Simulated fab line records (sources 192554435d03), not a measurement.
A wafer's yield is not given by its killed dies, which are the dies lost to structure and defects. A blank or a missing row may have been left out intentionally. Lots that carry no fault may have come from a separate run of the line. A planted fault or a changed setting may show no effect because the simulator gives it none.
fab line records	flow n5-finfet
[record] lots = 10	wafers = 28	last-day = 17
route steps=1938 shown BEOL_M3@1006 BEOL_M4@1111 PASSIVATION@1936
lots with no fault: from the same line, run without faults
start-h: hours from the record's opening day to when the first of the lot's shown wafers began	wait-h: hours elapsed since this lot's preceding step	" unchanged from the row above	L1.1+2: one row covering several wafers at once	- value missing, or start not given	* or withheld: withheld	< > ~ a bound
route shown NAME@n: a module of which the file shows steps, and the number in the route of the first	usual: average and standard deviation across the fault-free wafers	same: alike in all rows	chamber/n: place in a boat	sites: per-site readings	_std_site: the values' standard deviation	_edge_site: the outer-site mean with the inner-site mean subtracted	radius-mm: how far each site lies from the wafer's centre	mask NAME#n: copy n	behind: the most recent tool/chamber to have shaped the wafer	hold: cause of the lot's hold/its duration in hours/its outcome	device: names the non-switching transistor (n, p or np)	end of line: tests run on the same wafers once the route is complete	a step given without rows: its recipe and nothing more	killed: at the first sort, the dies lost to defects and structure; wafer yield is something else	map: a wafer's dies, marking killed ones x, the rest . and places with no die _
set.NAME: the run value of the setting; set.NAME@STEP: its run value at that earlier step	model.NAME: the simulator's own value behind a step, which no gauge read
a sample of lots followed through the steps of the route, with each step as a table and each wafer as a row
services: from which hour (start-h, from the record's first day; less than 0 if before it) a tool's chamber was out of use, for how many hours, and why
[[steps]]
[step N5_BEOL_M3_SPUTTER_92]
[recipe] material = Cu	target-thk-a = 45	temp-c = -20	chamber-pressure-pa = 0.07	power-w = withheld	time-s = 8.29
[usual] throttle-valve-pct = 29.7/1
lot.wafer	tool	chamber	start-h	wait-h	throttle-valve-pct
L883.3	pvd-sputter-02	-	168.37	0.1	29.3
L883.5	"	-	"	"	30.7
L883.6	"	-	"	"	30.1
L882.3	pvd-sputter-01	-	169.19	0.1	30.8
L882.4	"	-	"	"	29.2
L882.5	"	-	"	"	28.8
L887.2	pvd-sputter-03	-	195.94	0.1	31.7
L887.5	"	-	"	"	31.7
L887.6	"	-	"	"	31.6
L890.1	pvd-sputter-01	-	223.74	0.1	29.2
L890.3	"	-	"	"	28.7
L890.4	"	-	"	"	30.8
L891.3	pvd-sputter-03	-	226.22	0.1	29.6
L891.5	"	-	"	"	29.6
L893.3	pvd-sputter-02	-	241.61	0.1	29.5
L893.6	"	-	"	"	29.0
L896.3	pvd-sputter-02	-	253.25	0.1	30.5
L896.4	"	-	"	"	29.1
L896.6	"	-	"	"	29.5
L899.4	pvd-sputter-02	-	275.52	0.1	29.3
L899.5	"	-	"	"	29.1
L899.6	"	-	"	"	29.2
L901.3	pvd-sputter-03	-	285.14	0.1	31.6
L901.4	"	-	"	"	27.8
L901.5	"	-	"	"	28.3
L903.1	pvd-sputter-02	-	298.54	0.1	30.7
L903.3	"	-	"	"	30.2
L903.5	"	-	"	"	29.3
[step N5_BEOL_M3_ECD_50]
[recipe] material = Cu	target-thk-a = 3000
lot.wafer	tool	chamber	start-h	wait-h
L883.3+5+6	ecd-cu-01	1,1,0	168.95	0.1
L882.3+4+5	ecd-cu-02	1,0,0	169.77	0.1
L887.2+5+6	ecd-cu-01	1,1,0	196.50	0.1
L890.1+3+4	ecd-cu-01	0,0,1	224.30	0.1
L891.3+5	ecd-cu-01	0,1	226.80	0.1
L893.3+6	ecd-cu-01	1,0	242.19	0.1
L896.3+4+6	ecd-cu-02	1,0,0	253.82	0.1
L899.4+5+6	ecd-cu-02	0,0,1	276.10	0.1
L901.3+4+5	ecd-cu-02	1,0,1	285.72	0.1
L903.1+3+5	ecd-cu-01	0,1,0	299.10	0.1
[step N5_BEOL_M3_CMP_52]
[recipe] stop-on = SiOC	t-overpolish-s = 6.8	down-force-psi = 1	platen-rpm = 50	clearing-platen-down-force-psi = 1.5	clearing-platen-rpm = 50	post-cmp-clean = cu-alkaline	target-thk-nm = 40	clearing-platen-pad-velocity-m-s = 0.99484	pad-velocity-m-s = 0.99484
[usual] motor-current-A = 6.0/0.44	time-to-endpoint-s = 63.3/3
lot.wafer	tool	chamber	start-h	wait-h	motor-current-A	time-to-endpoint-s
L883.3	cmp-04	0	169.38	0.2	5.9	62.3
L883.6	"	2	"	"	6.1	62.0
L883.5	"	3	"	"	6.1	65.6
L882.3	cmp-03	3	170.27	0.2	5.2	56.7
L882.4	"	1	"	"	6.3	61.8
L882.5	"	2	"	"	5.5	59.8
L887.2	cmp-03	0	198.08	0.2	5.8	66.1
L887.6	"	3	"	"	5.3	58.5
L887.5	"	0	"	"	6.1	61.7
L890.4	cmp-02	3	224.67	0.1	5.3	67.0
L890.3	"	0	"	"	6.5	86.7
L890.1	"	1	"	"	5.8	65.2
L891.3	cmp-02	1	227.20	0.2	6.2	82.7
L891.5	"	1	"	"	6.2	82.9
L893.3	cmp-04	0	242.54	0.2	5.9	80.7
L893.6	"	1	"	"	6.0	62.5
L896.4	cmp-04	3	254.18	0.1	6.2	64.9
L896.3	"	1	"	"	5.8	64.1
L896.6	"	0	"	"	5.6	64.1
L899.4	cmp-04	1	276.49	0.2	5.8	65.7
L899.5	"	0	"	"	5.6	61.3
L899.6	"	1	"	"	5.8	64.1
L901.4	cmp-02	0	286.12	0.2	6.2	63.9
L901.3	"	1	"	"	5.7	70.3
L901.5	"	3	"	"	5.2	65.8
L903.1	cmp-04	3	299.48	0.3	6.3	68.0
L903.3	"	0	"	"	5.5	65.9
L903.5	"	3	"	"	6.5	67.2
[step N5_BEOL_M3_THK_MEAS_53]
[recipe] thk-meas-gauge = xrf	reads = Cu_of_BEOL_M3_ECD_50
[usual] M3_THK = 38.9/1.5
lot.wafer	tool	chamber	start-h	wait-h	M3_THK[nm]
L883.3	film-metro-01	-	169.60	-	38.8
L883.5	"	-	"	"	39.5
L883.6	"	-	"	"	35.6
L882.3	film-metro-02	-	170.53	-	39.2
L882.4	"	-	"	"	39.6
L882.5	"	-	"	"	41.8
L887.2	film-metro-01	-	198.34	-	39.4
L887.5	"	-	"	"	39.7
L887.6	"	-	"	"	37.5
L890.1	film-metro-02	-	224.97	-	40.0
L890.3	"	-	"	"	38.7
L890.4	"	-	"	"	40.4
L891.3	film-metro-01	-	227.45	-	38.8
L891.5	"	-	"	"	38.8
L893.3	film-metro-02	-	242.84	-	39.8
L893.6	"	-	"	"	39.4
L896.3	film-metro-02	-	254.48	-	38.5
L896.4	"	-	"	"	38.8
L896.6	"	-	"	"	39.4
L899.4	film-metro-01	-	276.75	-	40.9
L899.5	"	-	"	"	41.1
L899.6	"	-	"	"	42.4
L901.3	film-metro-01	-	286.38	-	38.4
L901.4	"	-	"	"	38.5
L901.5	"	-	"	"	38.1
L903.1	film-metro-02	-	299.77	-	38.1
L903.3	"	-	"	"	37.2
L903.5	"	-	"	"	40.1
[step N5_BEOL_M3_DEP_57]
[recipe] material = SiCN	target-thk-a = 80	temp-c = withheld	precursor = 3MS/NH3	pressure-torr = 3	rf-w = 202	time-s = 14
[usual] showerhead-plenum-p-Torr = 3.660/0.014	throttle-valve-pct = 8.9/0.53
lot.wafer	tool	chamber	start-h	wait-h	showerhead-plenum-p-Torr	throttle-valve-pct
L883.3	pecvd-01	1	169.85	0.0	3.654	9.2
L883.5	"	0	"	"	3.650	9.4
L883.6	"	1	"	"	3.646	9.0
L882.3	pecvd-01	1	170.72	0.0	3.662	9.1
L882.4	"	0	"	"	3.633	9.0
L882.5	"	1	"	"	3.654	9.2
L887.2	pecvd-01	0	198.59	0.0	3.633	9.0
L887.5	"	2	"	"	3.662	8.6
L887.6	"	1	"	"	3.653	9.0
L890.1	pecvd-02	0	225.16	0.0	3.673	9.3
L890.3	"	1	"	"	3.673	9.5
L890.4	"	0	"	"	3.664	9.6
L891.3	pecvd-01	0	227.65	0.0	3.630	9.2
L891.5	"	1	"	"	3.648	9.1
L893.3	pecvd-01	2	243.03	0.0	3.656	8.9
L893.6	"	1	"	"	3.645	9.2
L896.3	pecvd-04	0	254.67	0.0	3.657	9.8
L896.4	"	0	"	"	3.673	9.8
L896.6	"	1	"	"	3.661	8.4
L899.4	pecvd-02	1	276.96	0.0	3.671	9.3
L899.5	"	0	"	"	3.675	9.4
L899.6	"	2	"	"	3.664	8.3
L901.3	pecvd-02	2	286.57	0.0	3.659	7.8
L901.4	"	0	"	"	3.678	9.3
L901.5	"	2	"	"	3.670	7.9
L903.1	pecvd-04	2	299.97	0.0	3.665	8.7
L903.3	"	0	"	"	3.658	9.6
L903.5	"	0	"	"	3.657	9.6
[step N5_BEOL_M4_RC_MEAS_101]
[usual] DIBL_N = 36.0/1.7	DIBL_P = 35.8/2	IOFF_N = 0.15/0.03	IOFF_P = 0.20/0.037	ION_N = 670/12	ION_P = 460/7.2	SS_N = 71.5/0.68	SS_P = 73.2/0.65	VT_N = 250/3.1	VT_P = -251/3.4
lot.wafer	tool	chamber	start-h	wait-h	DIBL_N[mV/V]	DIBL_P[mV/V]	IOFF_N[nA/um]	IOFF_P[nA/um]	ION_N[uA/um]	ION_P[uA/um]	SS_N[mV/dec]	SS_P[mV/dec]	VT_N[mV]	VT_P[mV]
L883.3	prober-02	0	177.73	0.3	38.8	39.1	0.20	0.28	671	463	72.0	74.1	246	-244
L883.5	"	0	"	"	37.2	37.0	0.16	0.22	664	459	71.6	72.7	249	-247
L883.6	"	0	"	"	36.9	35.8	0.14	0.21	667	460	72.1	73.2	250	-250
L882.3	prober-01	0	180.80	0.3	34.3	33.3	0.12	0.16	668	456	71.9	72.0	251	-252
L882.4	"	0	"	"	35.8	34.4	0.15	0.17	677	457	72.1	72.7	247	-253
L882.5	"	0	"	"	36.6	34.3	0.15	0.16	646	440	72.3	72.8	252	-253
L887.2	prober-01	0	209.11	0.2	35.7	36.3	0.16	0.19	681	459	71.7	72.8	247	-252
L887.5	"	0	"	"	35.9	36.5	0.15	0.20	674	467	72.2	74.3	252	-252
L887.6	"	0	"	"	37.4	38.2	0.19	0.23	689	471	73.0	73.7	248	-251
L890.1	prober-01	0	237.50	0.0	37.7	38.1	0.19	0.27	687	477	71.5	73.5	248	-244
L890.3	"	0	"	"	36.0	35.1	0.15	0.21	656	455	71.8	72.4	249	-249
L890.4	"	0	"	"	34.8	33.7	0.13	0.18	678	462	71.3	73.1	251	-249
L891.3	prober-01	0	243.92	0.3	36.8	34.2	0.14	0.19	658	453	71.7	73.1	256	-252
L891.5	"	0	"	"	37.1	35.8	0.15	0.21	674	468	72.0	72.4	251	-251
L893.3	prober-01	0	255.32	0.3	35.2	35.6	0.14	0.20	684	470	71.1	73.4	250	-250
L893.6	"	0	"	"	35.0	34.7	0.12	0.18	655	460	70.1	72.7	254	-251
L896.3	prober-01	0	266.22	0.3	36.8	35.9	0.17	0.19	682	462	71.5	73.5	247	-251
L896.4	"	0	"	"	33.2	33.4	0.12	0.16	677	466	70.2	72.4	252	-254
L896.6	"	0	"	"	35.1	33.8	0.14	0.16	665	451	71.2	73.3	254	-257
L899.4	prober-01	0	290.17	0.5	35.0	35.2	0.14	0.21	677	466	70.9	73.5	249	-249
L899.5	"	0	"	"	36.0	35.9	0.16	0.21	683	461	71.0	73.1	250	-250
L899.6	"	0	"	"	36.9	37.6	0.17	0.24	690	470	71.8	73.5	250	-246
L901.3	prober-01	0	298.28	0.3	37.4	37.8	0.17	0.21	682	463	72.0	74.5	251	-251
L901.4	"	0	"	"	35.4	36.2	0.14	0.18	659	457	71.1	73.8	254	-253
L901.5	"	0	"	"	34.9	35.6	0.13	0.17	657	461	71.0	73.4	253	-256
L903.1	prober-02	0	317.11	0.0	36.1	37.4	0.16	0.21	685	467	71.8	73.0	251	-252
L903.3	"	0	"	"	32.9	33.9	0.12	0.17	672	457	70.4	72.3	252	-252
L903.5	"	0	"	"	36.1	37.3	0.16	0.20	681	460	71.1	73.9	249	-253
[step N5_PASSIVATION_PROBE_49]
[usual] defect-limited-yield = 91.4/1.5	killed_at_M0_to_M3 = 32/9.8	killed_at_M4_up = 15/5.6	killed-at-contacts = 12/5.4	killed-at-front-end = 40/13	killed-at-other = 3.0/2.1	killed-dies = 102/17	killed-on-rim = 14/4.4	killed-open = 67/13	killed-short = 32/7.1	sort_bin_5_function = 5.1/0.96	sort_bin_6_memory = 3.2/0.7	sort_bin_8_speed = 0.0/0.3	sort-n-pass = 1078/18	sort-yield-pct = 91.3/1.5
[same] gross-dies = 1180	killed-at-back-side = 0	sort_bin_4_leakage[%] = 0
lot.wafer	tool	chamber	start-h	wait-h	defect-limited-yield[%]	killed_at_M0_to_M3	killed_at_M4_up	killed-at-contacts	killed-at-front-end	killed-at-other	killed-dies	killed-on-rim	killed-open	killed-short	sort_bin_5_function[%]	sort_bin_6_memory[%]	sort_bin_8_speed[%]	sort-n-pass	sort-yield-pct[%]
L891.3	prober-02	-	352.50	0.1	91.9	11	13	27	44	0	95	17	62	25	3.8	3.6	0	1085	91.9
L891.5	prober-02	-	352.60	0.2	92.8	26	13	11	32	3	85	8	54	30	4.7	2.3	0	1095	92.8
L893.3	prober-02	-	359.90	0.1	92.6	32	14	7	31	3	87	11	59	27	4.2	2.9	0	1093	92.6
L893.6	prober-02	-	360.05	0.3	91.4	21	19	5	54	2	101	12	71	26	5.2	3.0	0	1079	91.4
// killed by level:class
L891.3 MOL_CONTACT_COAG:geometric-particle:open=22 BEOL_M5:geometric-particle:open=8 HKMG_FIN:area-etch=6 FIN_SAQP:geometric-particle:short=5 STI_FIN_REVEAL:geometric-particle:open=5 STARTING-WAFER:geometric-particle:open=5 GATE_CUT:geometric-particle:short=4 MOL_CONTACT_COAG:geometric-particle:short=4
L891.5 BEOL_M0_SAQP:geometric-particle:short=12 MOL_CONTACT_COAG:geometric-particle:open=8 STI_FIN_REVEAL:geometric-particle:open=7 GATE_CUT:geometric-particle:open=7 GATE_CUT:geometric-particle:short=6 STARTING-WAFER:geometric-particle:open=5 BEOL_M0_SAQP:geometric-particle:open=4 BEOL_M8:geometric-particle:open=3
L893.3 FIN_SAQP:geometric-particle:open=11 BEOL_M3:geometric-particle:open=9 BEOL_M2:geometric-particle:open=7 BEOL_M4:geometric-particle:open=7 MOL_CONTACT_COAG:geometric-particle:open=6 BEOL_M2:geometric-particle:short=6 STI_FIN_REVEAL:geometric-particle:open=4 GATE_CUT:geometric-particle:short=4
L893.6 FIN_SAQP:geometric-particle:open=13 STI_FIN_REVEAL:geometric-particle:open=11 BEOL_M3:geometric-particle:open=8 BEOL_M4:geometric-particle:open=7 GATE_CUT:geometric-particle:open=5 GATE_CUT:geometric-particle:short=5 MOL_CONTACT_COAG:geometric-particle:open=4 BEOL_M6:geometric-particle:open=4
[[services]]
tool	chamber	start-h	hours	kind
pecvd-01	2	156.72	2.1	scheduled-down
cmp-03	-	158.52	0.8	repair
pecvd-04	-	162.33	0.7	repair
cmp-03	-	165.89	4.2	repair
cmp-04	-	168.60	0.6	repair
cmp-04	-	176.36	1.2	repair
pecvd-02	-	191.46	0.7	repair
pecvd-01	1	194.67	2.1	scheduled-down
pvd-sputter-02	-	200.34	4.0	repair
pecvd-02	-	206.66	0.6	repair
cmp-04	-	210.91	1.6	repair
pecvd-02	-	219.26	2.8	pm
cmp-02	-	219.64	0.7	repair
cmp-03	-	230.98	19.1	repair
pecvd-02	2	232.76	12.9	repair
cmp-04	-	235.93	5.2	pm
pecvd-02	0	236.34	2.1	scheduled-down
cmp-04	-	243.75	1.7	repair
cmp-02	-	247.50	5.6	pm
cmp-04	-	291.40	4.0	pm
ecd-cu-02	-	293.42	0.6	repair
cmp-04	-	295.40	-	consumable-replace:conditioner
cmp-04	-	295.40	-	consumable-replace:pad
[[key]]
[first-sign] step = N5_BEOL_M3_CMP_52	reading = time-to-endpoint-s	direction = up	sigmas = 6.7	usual = *	struck = *
effect none on later readings
met-at N5_BEOL_M3_ECD_50
struck-lots L890,L891,L893
struck-wafers L890.3,L891.3,L891.5,L893.3
not-acting-at N5_BEOL_M3_SPUTTER_92,N5_BEOL_M3_THK_MEAS_53,N5_BEOL_M3_DEP_57
onset-between 196.50 224.30
[fault] kind = process-parameter-drift	tool = ecd-cu-01	chamber = -	onset-h = 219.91	steps = N5_BEOL_M3_ECD_50	channel = target-thk-a	offset = *	shape = step	end-h = 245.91	scope = struck-wafers-only	acts-in = *	stated = *
